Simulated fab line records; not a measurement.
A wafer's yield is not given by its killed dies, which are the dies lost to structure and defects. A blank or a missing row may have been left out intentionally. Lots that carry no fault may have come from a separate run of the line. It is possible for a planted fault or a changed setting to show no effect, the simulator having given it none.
Comparing a struck lot with a sound one | flow n5Finfet | 36 steps out of a route of 1938
Sound: wafers L962.1, L962.2, L962.4. Wafers L970.1, L970.3, L970.6 were the ones struck. The cause is named last.
Per side, at each step with rows, come the tool, then ch with its chambers, and then its first start. Under that, the readings that differ: sound wafers | struck wafers | difference of the means | sigmas: that difference in standard deviations of wafers without a fault.
alike: same words and numbers on both sides, and readings whose means sit less than 2 such deviations apart. not compared: any withheld reading, any reading some wafer has no value for, any bound like >300 that may hide the same value, and any number with overlapping values for which the record gives no deviation.
The two part at a step that has a row with sigmas, a row that says differs or no value, or rows on one side only. Non-overlapping numbers with no deviation appear without sigmas and do not part them. Lack of a reading on every wafer of one side parts them only where that side has two or more wafers.

first, 11 steps without rows for these wafers: N5_BEOL_M0_CUTY_STRIP_64 (strips in N2/H2); N5_BEOL_M0_ETCH_138 (etches SiCN in CH3F/O2, target depth 12 nm, time 31.6 s); N5_BEOL_M0_HM_OPEN_105 (chemistry Cl2/BCl3, target TiN, target depth 12 nm); N5_BEOL_M0_STRIP_140 (strips in CF4); N5_BEOL_M0_STRIP_104 (strips in N2/H2); N5_BEOL_M0_WET_ETCH_106 (etches SiO2 in DHF, target depth 130 nm, rinse time 30 s); N5_BEOL_M0_ETCH_128 (etches SiCN in CF4/N2, target depth 12 nm, overetch 5.1 nm, time 21.4 s); N5_BEOL_M0_TRENCH_ETCH_107 (etches SiOC in C4F6/O2, target depth 32.8 nm, time 16.4 s); N5_BEOL_M0_STRIP_142 (strips in N2/H2, time 10 s); N5_BEOL_M0_HM_STRIP_129 (strips TiN in peroxide tin strip, target depth 17 nm, time 108 s); N5_BEOL_M0_SRD_130 (time 30 s).
N5_BEOL_M0_ETCH_109: etches SiCN in CH3F/O2, target depth 8 nm, overetch 2.4 nm, time 27.4 s.
  sound on rieDiel-04 ch 0,1,2, day 8 04:34; struck on rieDiel-04 ch 1,3, day 10 06:34
  no value came back on the struck wafers for any of 8 readings (CH3F_flow_sccm (sccm), O2_flow_sccm (sccm) and others); on the sound wafers CH3F_flow_sccm (sccm) reads 29.89 29.81 29.93
reading                                          | sound          | struck         | difference | sigmas
model.SiOC_of_BEOL_M0_SAQP_ILD_DEP_01.thkNm (nm) | 42.6 42.4 41.8 | 44.8 45.2 45.6 | +2.9       | 
then, 16 steps without rows for these wafers: N5_BEOL_M0_STRIP_139 (strips in post etch residue remover, time 60 s); N5_BEOL_M0_SRD_111 (time 30 s); N5_BEOL_M0_DEGAS_112 (time 60 s); N5_BEOL_M0_PRE_CLEAN_113 (time 30 s); N5_BEOL_M0_ALD_136 (deposits TaN, pulse time 2 s, purge time 3 s, co reactant purge time 2 s); N5_BEOL_M0_SURFACE_TREAT_137; N5_BEOL_M0_CVD_115 (deposits Co from CCTBA/H2, time 120 s); N5_BEOL_M0_SPUTTER_116 (material Cu, target thk 4 nm, time 7.37 s); N5_BEOL_M0_ANNEAL_117 (time 60 s); N5_BEOL_M0_SPUTTER_132 (material Cu, target thk 4 nm, time 7.37 s); N5_BEOL_M0_ANNEAL_133 (time 60 s); N5_BEOL_M0_SPUTTER_134 (material Cu, target thk 4 nm, time 7.37 s); N5_BEOL_M0_ANNEAL_135 (time 60 s); N5_BEOL_M0_SPUTTER_141 (material Cu, target thk 4 nm, time 7.37 s); N5_BEOL_M0_ECD_118 (material Cu, target thk 300 nm); N5_BEOL_M0_ANNEAL_119 (time 90 s).
N5_BEOL_M0_CMP_120: polishes, stops on SiOC, t overpolish 6.9 s.
  sound on cmp-04 ch 0,2,3, day 8 07:22; struck on cmp-02 ch 0,2,3, day 10 09:38
reading                                          | sound          | struck         | difference | sigmas
model.SiOC_of_BEOL_M0_SAQP_ILD_DEP_01.thkNm (nm) | 39.6 39.2 38.8 | 41.6 42.2 42.4 | +2.9       | 
  alike: edgeZonePressureFrac, motorCurrentA
then, 4 steps without rows for these wafers: N5_BEOL_M0_PRE_CLEAN_131 (time 15 s); N5_BEOL_M0_CO_CAP_123 (material Co, precursor CCTBA/H2, target thk 2 nm, time 102.1 s); N5_BEOL_M0_PRE_CLEAN_124 (time 15 s); N5_BEOL_M0_DEP_125 (deposits SiCN from 3MS/NH3, target thk 8 nm, time 14 s).
N5_BEOL_M0_RS_MEAS_126: uses a four-point probe to measure.
  struck on filmMetro-01, day 10 10:11; sound on filmMetro-01, day 8 07:53
reading        | sound             | struck            | difference | sigmas
M0_RS (ohm/sq) | 0.531 0.518 0.550 | 0.637 0.615 0.617 | +0.090     | +5
N5_BEOL_M4_RC_MEAS_101:
  the record has rows for the sound wafers here (prober-02 ch 0, day 12 11:29) and none for the struck ones
-- here the record skips 8 days between the struck wafers' starts before and after, leaving off in module BEOL_M4 and picking up in module PASSIVATION (first step shown: number 1936 of the route) --
N5_PASSIVATION_PROBE_49:
  struck on prober-01, day 18 17:53; sound on prober-01, day 17 03:32
reading                 | sound     | struck         | difference | sigmas
defectLimitedYield (%)  | 92.0 92.2 | 0 0 0          | -92        | -54
killed_at_M0_to_M3      | 47 35     | 1108 1127 1103 | +1072      | +89
killedDies              | 94 92     | 1180 1180 1180 | +1087      | +54
killedOnRim             | 15 11     | 152 152 152    | +139       | +32
sort_bin_5_function (%) | 4.6 4.4   | 96.0 96.9 95.8 | +91.7      | +83
sortNPass               | 1086 1088 | 0 0 0          | -1087      | -54
sortYieldPct (%)        | 92.0 92.2 | 0 0 0          | -92        | -54
  alike: killed_at_M4_up, killedAtContacts, killedAtFrontEnd, killedAtOther, killedOpen, killedShort, sort_bin_6_memory

WHERE THEY PART
First at N5_BEOL_M0_ETCH_109; last, within this record, at N5_PASSIVATION_PROBE_49.

WHY: what had been put in by the simulator
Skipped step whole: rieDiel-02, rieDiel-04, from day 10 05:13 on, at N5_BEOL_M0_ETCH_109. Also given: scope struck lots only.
